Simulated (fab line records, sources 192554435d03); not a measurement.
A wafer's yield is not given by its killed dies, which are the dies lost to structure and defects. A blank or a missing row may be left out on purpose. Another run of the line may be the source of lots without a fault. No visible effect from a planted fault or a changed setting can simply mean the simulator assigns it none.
Chamber matching | flow n5Finfet | N5_HKMG_FIN_ALD_21 on aldMetal-04: 3 sister chambers
The step deposits TiN, target thk 1.5 nm, pulse time 1 s, purge time 3 s. 6 wafers are shown with their chamber, then 4 later ones without.

== WAFERS PAIRED WITH THEIR CHAMBERS ==
wafer  | chamber | heaterPowerW (W) | precursorPulseHeightRel
L081.5 | 0       | 872              | 1.024
L085.3 | 2       | 992              | 1.024
L085.5 | 2       | 985              | 1.019
L085.6 | 1       | 877              | 0.979
L093.3 | 0       | 879              | 0.984
L093.4 | 1       | 893              | 0.977

== WAFERS WITHOUT THEIR CHAMBER ==
wafer  | heaterPowerW (W) | precursorPulseHeightRel
L095.1 | 871              | 1.021
L095.6 | 988              | 1.012
L096.1 | 1018             | 1.007
L096.2 | 891              | 1.023

== THE CHAMBER EACH PASSED THROUGH ==
wafer  | from the rows above     | in truth
L095.1 | can't be placed: 0 or 1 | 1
L095.6 | 2                       | 2
L096.1 | 2                       | 2
L096.2 | can't be placed: 0 or 1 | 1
Correctly placed: 2 of 4. Not placeable from these rows: 2 (in 2, the candidates include the true chamber). Wrongly placed: 0.
How it was worked out, from the rows above alone: a wafer's distance from a chamber is the root of the sum, over the readings, of the square of ((its reading less the chamber's mean) divided by the reading's scatter). If the next closest chamber is less than 2 further off than the closest, the wafer can't be placed; otherwise it belongs to the closest. The mean given for a chamber averages the wafers shown for that chamber. How the scatter is found: for the shown wafers, subtract from each reading the mean of its chamber, square and add these, divide the total by (wafers less chambers), then take the root.
